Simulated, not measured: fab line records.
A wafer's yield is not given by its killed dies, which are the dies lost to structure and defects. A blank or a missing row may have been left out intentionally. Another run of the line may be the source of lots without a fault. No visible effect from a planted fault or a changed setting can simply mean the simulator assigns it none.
Struck lot and sound lot, side by side || flow n5-finfet || 39 out of 1938 route steps
Sound: these wafers, L348.2, L348.3, L348.4. Struck: wafer L355.6. (L355.1, L355.3 of the same lot were not struck and are left out.) The cause comes at the end.
Each step with rows lists, per side, the tool, then ch with its chambers, then its first start. Under that, the readings that differ: sound wafers || struck wafers || difference of the means || sigmas: that difference in standard deviations of wafers without a fault.
alike: a reading whose means differ by less than 2 such deviations, as well as words and numbers matching on both sides. not compared: withheld readings; readings where some wafer has no value; bounds like >300 that might hide an equal value; numbers whose values overlap and for which the record gives no deviation.
Wherever a step has rows on one side only, a row that says differs or no value, or a row with sigmas, the two part there. Non-overlapping numbers with no deviation appear without sigmas and do not part them. A reading missing from all wafers of one side parts the sides only when that side holds two or more wafers.

first, 12 steps without rows for these wafers: N5_SD_EPI_N_STRIP_36 (strips in N2/H2); N5_SD_EPI_N_ETCHBACK_44 (etches SiNx in CH3F/O2, stops on SiO2, target depth 14.5 nm); N5_SD_EPI_N_ETCH_45 (etches SiOCN in CH3F/O2, target depth 6 nm); N5_SD_EPI_N_ETCH_16 (etches SiO2 in CHF3/O2, target depth 5 nm); N5_SD_EPI_N_STRIP_47 (strips in CHF3/O2); N5_SD_EPI_N_SD_RECESS_17 (chemistry HBr/Cl2/O2, target depth 41 nm, time 23.7 s, bt time 3 s); N5_SD_EPI_N_STRIP_38 (strips in N2/H2); N5_SD_EPI_N_WET_ETCH_43 (etches SiO2 in dHF, time 14 s, target depth 1.5 nm); N5_SD_EPI_N_STRIP_18 (strips in SPM, time 750 s); N5_SD_EPI_N_SRD_20 (time 30 s); N5_SD_EPI_N_PRECLEAN_48 (cleans in NF3:NH3, afs cycles 2, time 20 s, sublimation time 60 s); N5_SD_EPI_N_VAPOR_ETCH_50 (etches Si in HCl, time 54 s).
N5_SD_EPI_N_EPI_21: deposits Si:P, time 690 s.
  sound on epi-rpcvd-03 ch 0, day 3 13:38; struck on epi-rpcvd-03 ch 0, day 5 04:23
  not compared: model.Si-P_of_SD_EPI_N_EPI_21.thk-nm
then, 24 steps without rows for these wafers: N5_SD_EPI_N_PRECLEAN_24 (cleans in O3/DIW, time 60 s); N5_SD_EPI_N_SRD_25 (time 30 s); N5_SD_EPI_N_PRECLEAN_49 (cleans in NF3:NH3, afs cycles 1, time 20 s, sublimation time 60 s); N5_SD_EPI_N_LINER_46 (material SiNx, target thk 3 nm); N5_SD_EPI_P_COAT_34 (time 60 s, resist thk 350 nm); N5_SD_EPI_P_COAT_35 (time 60 s, resist thk 35 nm); N5_SD_EPI_P_COAT_03 (resist thk 150 nm); N5_SD_EPI_P_EBR_05; N5_SD_EPI_P_SOFTBAKE_04 (time 60 s); N5_SD_EPI_P_EXPOSE_06 (exposes mask SD P BLK, target cd 240 nm); N5_SD_EPI_P_PEB_07 (peb time 60 s); N5_SD_EPI_P_DEVELOP_08 (develop time 30 s); N5_SD_EPI_P_DESCUM_14 (chemistry O2, time 7.9 s); N5_SD_EPI_P_ETCH_36 (etches SiARC in CF4, target depth 45.5 nm, time 75.8 s); N5_SD_EPI_P_ETCH_37 (etches SOC in N2/H2, overetch 108 nm, time 486 s); N5_SD_EPI_P_STRIP_38 (strips in N2/H2); N5_SD_EPI_P_ETCHBACK_46 (etches SiNx in CH3F/O2, stops on SiO2, target depth 17.5 nm); N5_SD_EPI_P_ETCH_47 (etches SiOCN in CH3F/O2, target depth 25 nm); N5_SD_EPI_P_ETCH_16 (etches SiO2 in CHF3/O2, target depth 5 nm); N5_SD_EPI_P_STRIP_50 (strips in CHF3/O2); N5_SD_EPI_P_SD_RECESS_17 (chemistry HBr/Cl2/O2, target depth 39.1 nm, bt time 3 s); N5_SD_EPI_P_WET_ETCH_45 (etches SiO2 in dHF, time 10.7 s, target depth 2 nm, rinse time 30 s); N5_SD_EPI_P_STRIP_40 (strips in N2/H2); N5_SD_EPI_P_PRECLEAN_52 (cleans in O3/DIW, time 60 s).
N5_MOL_CONTACT_COAG_ETCH_15: etches SiNx in CH3F/O2, stops on Si:P, target depth 7 nm.
  sound on rie-diel-06 ch 0,1,3, day 5 01:19; struck on rie-diel-06 ch 2, day 6 16:44
  alike: O2_flow_sccm, drypump-motor-current-A, oes-product-au, rf-vpp-V, showerhead-plenum-p-Torr, throttle-valve-pct
  not compared: rf-hours-counter-h, model.Si-P_of_SD_EPI_N_EPI_21.thk-nm
-- here the record skips 8 days between the struck wafers' starts before and after, leaving off in module MOL_CONTACT_COAG and picking up in module PASSIVATION (first step shown: number 1936 of the route) --
N5_PASSIVATION_PROBE_49:
  record: rows for the struck wafers here (prober-01, day 15 04:28), none for the sound ones

## WHERE THEY PART
N5_PASSIVATION_PROBE_49 only, going by this record.

WHY: whatever the simulator had introduced
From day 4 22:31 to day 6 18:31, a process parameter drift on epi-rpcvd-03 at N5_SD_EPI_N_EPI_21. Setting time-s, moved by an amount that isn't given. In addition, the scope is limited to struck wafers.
